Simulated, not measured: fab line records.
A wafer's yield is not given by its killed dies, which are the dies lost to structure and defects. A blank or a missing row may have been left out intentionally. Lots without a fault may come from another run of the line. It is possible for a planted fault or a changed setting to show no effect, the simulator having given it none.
The tool behind it: which one?    flow n5_finfet    7 lots with 21 wafers sampled at 4 steps, on a route of 1938 steps

## WHAT EACH GAUGE READ, for each wafer
N5_STI_FIN_REVEAL_CD_MEAS_22: target cd 6.238 nm, pitch 28 nm.
lot   measured     on         cd_nm (nm)
L829  day 2 20:47  cd_sem-01  5.95 6.67 6.39
L834  day 4 02:17  cd_sem-02  6.33 6.33 6.36
L838  day 5 01:08  cd_sem-02  7.80 8.21 7.51
L839  day 5 08:33  cd_sem-01  8.08 7.81 8.01
L840  day 5 16:57  cd_sem-03  7.88 7.82 8.01
L844  day 6 17:28  cd_sem-03  6.62 6.32 6.50
L847  day 7 10:51  cd_sem-01  6.11 6.29 6.27

## WHAT TOOL EACH LOT RAN ON (gives the tool, then ch and the chambers of the sampled wafers, and finally the start)
lot   N5_FIN_CUT_CUT_ETCH_26             N5_FIN_CUT_CUT_ETCH_28           N5_STI_FIN_REVEAL_ETCH_34
L829  rie_diel-04 ch 1,3, day 2 10:00    rie_si-04 ch 0,2, day 2 10:14    rie_si-01 ch 1,3, day 2 20:11
L834  rie_diel-04 ch 1,2,3, day 3 17:11  rie_si-05 ch 0,1,3, day 3 17:26  rie_si-01 ch 1,2,3, day 4 01:43
L838  rie_diel-04 ch 1,3, day 4 15:19    rie_si-04 ch 0,2,3, day 4 15:34  rie_si-03 ch 0,3, day 5 00:33
L839  rie_diel-01 ch 0,2,3, day 4 21:49  rie_si-02 ch 0,1,3, day 4 22:07  rie_si-01 ch 0,2, day 5 07:57
L840  rie_diel-04 ch 0,3, day 5 07:21    rie_si-02 ch 0,1, day 5 07:36    rie_si-03 ch 0,3, day 5 16:22
L844  rie_diel-02 ch 0,3, day 6 07:26    rie_si-02 ch 0,1,2, day 6 07:41  rie_si-03 ch 0,2, day 6 16:52
L847  rie_diel-01 ch 1,2,3, day 7 01:19  rie_si-04 ch 0,3, day 7 01:34    rie_si-01 ch 0,1, day 7 10:16
- N5_FIN_CUT_CUT_ETCH_26: etches SiNx in CH3F/O2, target depth 39 nm, time 55.7 s.
- N5_FIN_CUT_CUT_ETCH_28: etches Si in HBr/Cl2/O2, target depth 6 nm, time 2.4 s.
- N5_STI_FIN_REVEAL_ETCH_34: etches Si in H2, material Si, target depth 0.97 nm.

## THE ANSWER, worked out from the rows above alone
Rule: the usual values come from the lots themselves. The widest of any qualifying gaps counts: lots, ordered by their means at a reading, are off when they make up no more than a third of the lots, leave a main group of 4 or more, and stand apart from it by 3 or more times the standard deviation of that group's means. The tables above print the reading to a certain number of digits; a main group whose means all agree to those digits is not used. Also off: a lot with no number at a reading for which 4 or more lots have one. Where the step has rows for the other lots, those lots are counted as sound.
Across all readings shown, no lot is off: no conclusion can be drawn from this.

## WHAT THE SIMULATOR HAD PUT IN
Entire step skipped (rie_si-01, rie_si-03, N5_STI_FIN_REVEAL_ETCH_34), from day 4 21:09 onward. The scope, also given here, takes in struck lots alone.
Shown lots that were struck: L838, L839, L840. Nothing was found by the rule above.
